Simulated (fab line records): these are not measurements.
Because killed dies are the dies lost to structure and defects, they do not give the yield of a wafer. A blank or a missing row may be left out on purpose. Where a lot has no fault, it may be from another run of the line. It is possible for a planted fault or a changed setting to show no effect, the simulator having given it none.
Split-lot experiment | flow n5Finfet | 39 wafers read across 7 lots, on a route 1938 steps long

== SPLIT DETAILS ==
At N5_FIN_CUT_CUT_ETCH_26 (etches SiNx in CH3F/O2, target depth 39 nm, time 55.7 s), the setting sourceW was moved away from the recipe's 395 W on 18 of the 39 wafers read, by -14.0% to +6.6%. This setting was run at the recipe's value on the other wafers.

The split's own step is where the reading is taken.

== THE READING ==
rfVppV, in V, at N5_FIN_CUT_CUT_ETCH_26 (etches SiNx in CH3F/O2, target depth 39 nm, time 55.7 s). A value of 298.0 V with a standard deviation of 2.1 V is what fault-free wafers of this fab line usually give.

wafer  | tool, chamber at the split | sourceW as run, W | against the recipe | rfVppV, V | against lot-mates on the recipe
L075.1 | rieDiel-04, 2              | 418.7             | +6.0%              | 288.9     | -7.4
L075.2 | rieDiel-04, 1              | 418.7             | +6.0%              | 288.3     | -8.0
L075.3 | rieDiel-04, 3              | 395               | recipe             | 295.1     | -
L075.4 | rieDiel-04, 0              | 395               | recipe             | 298.9     | -
L075.5 | rieDiel-04, 3              | 395               | recipe             | 294.9     | -
L075.6 | rieDiel-04, 2              | 418.7             | +6.0%              | 289.5     | -6.8
L077.1 | rieDiel-03, 1              | 339.8             | -14.0%             | 318.9     | +20.8
L077.2 | rieDiel-03, 3              | 395               | recipe             | 300.8     | -
L077.3 | rieDiel-03, 0              | 395               | recipe             | 297.2     | -
L077.4 | rieDiel-03, 2              | 339.8             | -14.0%             | 318.1     | +20.0
L077.5 | rieDiel-03, 1              | 339.8             | -14.0%             | 318.9     | +20.8
L077.6 | rieDiel-03, 2              | 395               | recipe             | 296.2     | -
L078.1 | rieDiel-04, 3              | 357.2             | -9.6%              | 309.7     | +11.7
L078.2 | rieDiel-04, 0              | 357.2             | -9.6%              | 314.4     | +16.4
L078.3 | rieDiel-04, 2              | 395               | recipe             | 296.4     | -
L078.4 | rieDiel-04, 1              | 395               | recipe             | 298.2     | -
L078.5 | rieDiel-04, 0              | 395               | recipe             | 299.4     | -
L078.6 | rieDiel-04, 3              | 357.2             | -9.6%              | 308.5     | +10.5
L087.1 | rieDiel-04, 0              | 366.6             | -7.2%              | 310.8     | +14.5
L087.2 | rieDiel-04, 3              | 395               | recipe             | 293.2     | -
L087.3 | rieDiel-04, 1              | 395               | recipe             | 295.9     | -
L087.4 | rieDiel-04, 2              | 366.6             | -7.2%              | 306.6     | +10.3
L087.5 | rieDiel-04, 1              | 366.6             | -7.2%              | 310.3     | +14.0
L087.6 | rieDiel-04, 0              | 395               | recipe             | 299.8     | -
L093.1 | rieDiel-03, 1              | 395               | recipe             | 296.1     | -
L093.2 | rieDiel-03, 0              | 421.1             | +6.6%              | 290.7     | -7.0
L093.3 | rieDiel-03, 3              | 421.1             | +6.6%              | 291.1     | -6.6
L093.4 | rieDiel-03, 1              | 395               | recipe             | 296.5     | -
L093.5 | rieDiel-03, 0              | 421.1             | +6.6%              | 287.3     | -10.4
L093.6 | rieDiel-03, 3              | 395               | recipe             | 300.6     | -
L095.1 | rieDiel-05, 1              | 361.1             | -8.6%              | 308.5     | +11.7
L095.2 | rieDiel-05, 3              | 361.1             | -8.6%              | 312.6     | +15.8
L095.3 | rieDiel-05, 0              | 395               | recipe             | 295.8     | -
L095.4 | rieDiel-05, 2              | 395               | recipe             | 299.8     | -
L095.5 | rieDiel-05, 0              | 395               | recipe             | 294.9     | -
L095.6 | rieDiel-05, 3              | 361.1             | -8.6%              | 311.3     | +14.5
L097.1 | rieDiel-04, 1              | 395               | recipe             | 297.2     | -
L097.4 | rieDiel-04, 2              | 395               | recipe             | 297.6     | -
L097.5 | rieDiel-04, 0              | 395               | recipe             | 299.8     | -

THE FIT
A straight line over all 39 wafers: rfVppV changes by -1.46 V for each +1% of sourceW; r = -0.97; the points scatter about the line by 2.1 V.
The same after taking each lot's own level away (the mean of its wafers on the recipe; 39 wafers): -1.44 V for each +1%; r = -0.97; scatter 2.1 V.
On that fit, the largest move of sourceW shifts the reading by 20 V.
The lots' own levels span 296.30 to 298.20 V, that is 0.9 times the standard deviation above.
Consequently the slope shifts little with the lot-to-lot level, the two slopes agreeing.
Check: with one of the wafers moved furthest among these (-14.0%) left out of the fit, the line predicts +20.6 V for it against its lot-mates. Against them it came out at +20.8 V.
Tool readings at the split's step, against how far the setting was moved: rfVppV r = -0.97.

== FILE'S OWN FIT ==
rfVppV changes by -1.47 V for each +1% of sourceW, r = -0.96.
